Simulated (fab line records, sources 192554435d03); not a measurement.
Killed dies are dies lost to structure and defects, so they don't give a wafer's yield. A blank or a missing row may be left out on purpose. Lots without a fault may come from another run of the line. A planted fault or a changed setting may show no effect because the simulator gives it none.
Chamber matching | flow n5_finfet | N5_BEOL_M6_ILD_DEP_00 on pecvd-03: 3 sister chambers
The step deposits SiCOH lowk from DEMS/porogen, target thk 179.75 nm, time 33.4 s. 6 wafers are shown with their chamber, then 12 later ones without.

WAFERS WITH THEIR CHAMBER
wafer  | chamber | throttle_valve_pct (%) | showerhead_plenum_p_Torr (Torr)
L090.4 | 2       | 12.6                   | 5.739
L090.5 | 1       | 14.2                   | 5.735
L088.2 | 1       | 13.7                   | 5.736
L088.3 | 2       | 12.6                   | 5.746
L091.4 | 0       | 15.7                   | 5.748
L091.5 | 0       | 15.2                   | 5.751

WAFERS WITHOUT THEIR CHAMBER
wafer  | throttle_valve_pct (%) | showerhead_plenum_p_Torr (Torr)
L092.1 | 15.3                   | 5.757
L092.4 | 13.7                   | 5.748
L092.5 | 15.4                   | 5.752
L096.1 | 13.8                   | 5.739
L096.3 | 12.7                   | 5.740
L096.5 | 15.2                   | 5.753
L094.1 | 15.5                   | 5.756
L094.5 | 15.2                   | 5.753
L094.6 | 13.9                   | 5.743
L095.3 | 14.0                   | 5.746
L095.5 | 12.5                   | 5.735
L095.6 | 13.9                   | 5.740

WHICH CHAMBER EACH WENT THROUGH
wafer  | from the rows above          | in truth
L092.1 | 0                            | 0
L092.4 | can't be placed: 1 or 2      | 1
L092.5 | 0                            | 0
L096.1 | 1                            | 1
L096.3 | 2                            | 2
L096.5 | 0                            | 0
L094.1 | 0                            | 0
L094.5 | 0                            | 0
L094.6 | 1                            | 1
L095.3 | can't be placed: 1 or 2 or 0 | 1
L095.5 | 2                            | 2
L095.6 | 1                            | 1
Placed correctly: 10 of 12. Can't be placed from these rows: 2 (the true chamber is among the candidates in 2). Placed wrongly: 0.
How it was worked out, from the rows above alone: a wafer's distance from a chamber is the root of the sum, over the readings, of the square of ((its reading less the chamber's mean) divided by the reading's scatter). The wafer belongs to the nearest chamber; if the next one is less than 2 further off, it can't be placed. A chamber's mean is the mean of its shown wafers. The scatter: the root of (the sum of the squares of (reading less its chamber's mean) over the shown wafers, divided by (wafers less chambers)).
